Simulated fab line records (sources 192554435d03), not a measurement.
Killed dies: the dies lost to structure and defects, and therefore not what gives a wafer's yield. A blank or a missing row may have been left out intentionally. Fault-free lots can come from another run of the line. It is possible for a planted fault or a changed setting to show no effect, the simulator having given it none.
Problem report in the 8D (eight disciplines) form, filled by code    flow n5-finfet    the parts of the form that need people (team, actions taken, sign-off) are left out

## 1. WHAT IS WRONG
Wafers without a fault read 36, standard deviation 9.9; killed_at_M0_to_M3 at N5_PASSIVATION_PROBE_49 reads a mean of 158 on 6 wafers belonging to 2 lots. Measured from the usual mean, that is +12 standard deviations.
First observed at day 15 16:05: wafer L991.1, on prober-01. Wafers with a number at this step in the record: 6, from 2 lots. The rule behind "out" and "out of limits": a value lying over 4 standard deviations away from the usual mean. Any other wafer with a number is counted as sound.

## 2. WHAT IT IS; WHAT IT IS NOT
question                     is                                                                                  is not
which readings at this step  killed_at_M0_to_M3, defect-limited-yield, killed-dies, sort-n-pass, sort-yield-pct  killed_at_M4_up, killed-at-front-end, killed-at-other, killed-open, killed-short, sort_bin_6_memory
which lots                   L991, L993                                                                          -
which wafers of those lots   all that have a number                                                              -
read on which tools          prober-01                                                                           -
when                         from day 15 16:05                                                                   up to then (0 sound wafers)

## 3. THE SUSPECTS, EACH WITH WHAT RULES IT OUT
Counting: a tool stays on the suspect list if, at a process step up to the reading, it processed all lots that are out and no sound lot following the first of them.
- pvd-sputter-01 at N5_BEOL_M3_SPUTTER_92 (material Cu, target thk 4.5 nm, time 8.29 s): kept. It ran every lot that is out, first L991 (day 10 20:43), and no sound lot after that.
- pecvd-01 at N5_PASSIVATION_PECVD_55 (deposits SiO2 from SiH4/N2O, target thk 400 nm, time 22.5 s): kept. It ran every lot that is out, first L991 (day 15 06:24), and no sound lot after that.
- prober-01 at N5_PASSIVATION_PROBE_49: kept. It ran every lot that is out, first L991 (day 15 16:05), and no sound lot after that. On those wafers its own readings are out: defect-limited-yield, killed_at_M0_to_M3, killed-dies, sort-n-pass, sort-yield-pct.
pvd-sputter-01 at N5_BEOL_M3_SPUTTER_92, pecvd-01 at N5_PASSIVATION_PECVD_55 and prober-01 at N5_PASSIVATION_PROBE_49 are what is left after counting.

## 4. THE CAUSE (what the simulator had put in)
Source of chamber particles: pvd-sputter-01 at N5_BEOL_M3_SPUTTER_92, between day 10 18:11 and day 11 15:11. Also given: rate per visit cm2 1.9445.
After counting, 3 suspects remain, this tool included.

## 5. THE EFFECT CHAIN, in route order
One row per reading whose mean, taken over the struck wafers that have a number, lies over 3 standard deviations from the usual. Only readings for which the record gives a usual standard deviation are gone through. hours: the time from each lot's start at the first step in this table that gives one to its start at this step, as a median over the lots. sigmas: the change in usual standard deviations.
hours  step                     reading               usual   on struck wafers  change  sigmas
0      N5_PASSIVATION_PROBE_49  defect-limited-yield  90.9 %  81.2              -9.8    -6.5
0      N5_PASSIVATION_PROBE_49  killed_at_M0_to_M3    36      158               +122    +12
0      N5_PASSIVATION_PROBE_49  killed-dies           107     222               +116    +6.4
0      N5_PASSIVATION_PROBE_49  killed-on-rim         14      27                +13     +3.1
0      N5_PASSIVATION_PROBE_49  sort_bin_5_function   5.3 %   11.0              +5.7    +5.2
0      N5_PASSIVATION_PROBE_49  sort-n-pass           1073    958               -116    -6.4
0      N5_PASSIVATION_PROBE_49  sort-yield-pct        90.9 %  81.2              -9.8    -6.5
It contains these process steps:
- N5_PASSIVATION_PROBE_49

## 6. WHAT WOULD HAVE CAUGHT IT SOONER
118 hours passed between the start of the fault at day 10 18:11 and the first reading out of limits in this record, taken at day 15 16:05.
No tool reading at N5_BEOL_M3_SPUTTER_92 that has a usual standard deviation in the record was out on any struck wafer, so an alarm limit of 4 standard deviations on those readings would not have fired.
Lots out: 2; all had begun N5_BEOL_M3_SPUTTER_92 on pvd-sputter-01 by day 15 16:05. A hold on the tool at that time would have spared none of them.
